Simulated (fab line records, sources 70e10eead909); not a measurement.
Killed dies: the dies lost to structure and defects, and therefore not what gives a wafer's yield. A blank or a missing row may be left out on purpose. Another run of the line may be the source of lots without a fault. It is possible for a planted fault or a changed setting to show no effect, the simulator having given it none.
Chamber matching	flow nand harc	rie diel-12 running NHARC_P_M1_STRIP_18: 4 sister chambers
The step strips in N2/H2. 8 wafers are shown with their chamber, then 7 later ones without.

## EACH WAFER AND ITS CHAMBER
wafer	chamber	drypump motor current A (A)	oes product au (a.u.)
L087.3	2	5.3	0.996
L088.1	3	5.6	0.998
L088.4	2	5.3	1.008
L093.1	1	6.3	1.007
L093.4	0	6.1	0.989
L093.5	1	6.3	0.998
L094.2	0	6.2	0.987
L094.4	3	5.6	0.997

## WAFERS MISSING THEIR CHAMBER
wafer	drypump motor current A (A)	oes product au (a.u.)
L094.6	6.2	0.993
L095.2	6.2	0.992
L095.5	6.4	1.001
L095.6	5.3	1.001
L096.1	6.3	1.023
L096.5	6.4	1.001
L096.6	6.1	0.975

## WHICH CHAMBER EACH WENT THROUGH
wafer	from the rows above	in truth
L094.6	can't be placed: 0 or 1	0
L095.2	can't be placed: 0 or 1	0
L095.5	1	1
L095.6	2	2
L096.1	1	1
L096.5	1	1
L096.6	0	0
Correctly placed: 5 of 7. These rows do not allow placing 2 (true chamber among the candidates in 2). 0 placed wrongly.
How it was worked out, from the rows above alone: a wafer's distance from a chamber is the root of the sum, over the readings, of the square of ((its reading less the chamber's mean) divided by the reading's scatter). If the next closest chamber is less than 2 further off than the closest, the wafer can't be placed; otherwise it belongs to the closest. A chamber's mean is the mean of its shown wafers. The scatter: take each reading less its chamber's mean, square it, sum over the shown wafers, divide by the number of wafers less the number of chambers, and take the root.
